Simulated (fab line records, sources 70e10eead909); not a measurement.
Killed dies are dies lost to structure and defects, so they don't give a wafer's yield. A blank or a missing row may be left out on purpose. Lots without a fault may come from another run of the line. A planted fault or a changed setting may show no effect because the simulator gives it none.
A struck lot beside a sound one | flow nand_harc | 15 steps out of a route of 1159
Sound: wafers L593.3, L593.5, L593.6. Struck: wafers L600.1, L600.3, L600.5. The cause comes at the end.
At each step with rows: each side's tool, then ch and its chambers, then its first start. Under that, the readings that differ: sound wafers | struck wafers | difference of the means | sigmas: that difference in standard deviations of wafers without a fault.
alike: readings whose means differ by less than 2 such deviations, and words and numbers that are the same on both sides. not compared: withheld readings, readings that some wafer has no value for, bounds like >300 that may hide the same value, and numbers for which the record gives no deviation and whose values overlap.
The two part at a step that has a row with sigmas, a row that says differs or no value, or rows on one side only. Numbers that don't overlap but have no deviation are shown without sigmas and don't part them. A reading that every wafer of one side lacks parts them only if that side has two wafers or more.

first, 5 steps without rows for these wafers: NHARC_A_M0_SOFTBAKE_04 (time 55 s); NHARC_A_M0_EBR_05; NHARC_A_M0_EXPOSE_06 (exposes mask A M0, target cd 80 nm); NHARC_A_M0_PEB_07 (peb time 65 s); NHARC_A_M0_DEVELOP_08 (develop time 35 s).
NHARC_A_M0_CD_MEAS_09: target cd 80 nm.
  sound on cd_sem-01 ch 0, day 18 11:34; struck on cd_sem-03 ch 0, day 20 14:59
  alike: cd_nm
NHARC_A_M0_OVL_MEAS_10: pitch 160 nm.
  sound on overlay-01, day 18 11:38; struck on overlay-01, day 20 15:05
  alike: overlay_x_nm, overlay_y_nm
NHARC_A_M0_INSPECT_11:
  sound on defect_inspect-02, day 18 11:41; struck on defect_inspect-02, day 20 15:07
  alike: raw_defect_count
NHARC_A_M0_DESCUM_14: chemistry O2, time 3 s.
  sound on rie_diel-09 ch 0,1,3, day 18 11:46; struck on rie_diel-13 ch 0,1,2, day 20 15:11
  reading               | sound             | struck            | difference | sigmas
  oes_product_au (a.u.) | 1.014 1.014 1.016 | 0.976 0.986 1.002 | -0.027     | -3
  alike: drypump_motor_current_A, rf_vpp_V, showerhead_plenum_p_Torr, throttle_valve_pct
  not compared: rf_hours_counter_h
NHARC_A_M0_ETCH_34: etches the open film in N2/H2, target depth 40 nm, overetch 12 nm, time 43.94 s.
  sound on rie_diel-09 ch 1,2,3, day 18 11:50; struck on rie_diel-13 ch 0,1, day 20 15:16
  alike: drypump_motor_current_A, oes_product_au, rf_vpp_V, showerhead_plenum_p_Torr, throttle_valve_pct
  not compared: rf_hours_counter_h
NHARC_A_M0_ETCH_15: etches the open film in C4F8/Ar, target depth 150 nm, overetch 15 nm, time 82.5 s.
  sound on rie_diel-09 ch 0,3; struck on rie_diel-13 ch 1,3
  alike: oes_product_au, rf_vpp_V
  not compared: rf_hours_counter_h
NHARC_A_M0_CD_MEAS_16:
  sound on cd_sem-02, day 18 12:02; struck on cd_sem-03, day 20 15:31
  alike: cd_nm
NHARC_A_M0_STRIP_18: strips in N2/H2.
  sound on rie_diel-09 ch 0,1, day 18 12:09; struck on rie_diel-13 ch 0,1, day 20 15:35
  no value came back on the struck wafers for any of 7 readings (bias_w (W), chamber_pressure_mTorr (mTorr) and others); on the sound wafers bias_w (W) reads 0 0 0
  not compared: rf_hours_counter_h
then, 1 step without rows for these wafers: NHARC_A_M0_STRIP_19 (strips in post etch residue remover, time 600 s).
NHARC_END_SORT_01:
  sound on prober-02 ch 0, day 20 22:02; struck on prober-01 ch 0, day 22 07:21
  reading                  | sound          | struck                                                               | difference                   | sigmas
  hold                     | - - -          | await_dispo/6.8h/scrap await_dispo/6.8h/scrap await_dispo/6.8h/scrap | no value on the sound wafers |
  defect_limited_yield (%) | 95.1 94.4 95.4 | 5.0 3.5 5.8                                                          | -90.2                        | -50
  killed_at_array          | 29 32 29       | 640 650 636                                                          | +612                         | +56
  killed_dies              | 33 38 31       | 643 653 638                                                          | +611                         | +51
  sort_bin_2_pct (%)       | 0.9 1.6 1.6    | 92.8 94.5 92.5                                                       | +91.9                        | +99 or more
  sort_n_pass              | 644 639 646    | 34 24 39                                                             | -611                         | -51
  sort_rim_yield_pct (%)   | 93.4 90.6 96.2 | 0 0 0                                                                | -93                          | -33
  sort_yield_pct (%)       | 95.1 94.4 95.4 | 5.0 3.5 5.8                                                          | -90.2                        | -50
  alike: killed_at_other, killed_at_periphery, killed_open, killed_short, sort_bin_3_pct, sort_bin_4_pct

WHERE THEY PART
First at NHARC_A_M0_DESCUM_14; last, within this record, at NHARC_END_SORT_01.

WHY: what the simulator had put in
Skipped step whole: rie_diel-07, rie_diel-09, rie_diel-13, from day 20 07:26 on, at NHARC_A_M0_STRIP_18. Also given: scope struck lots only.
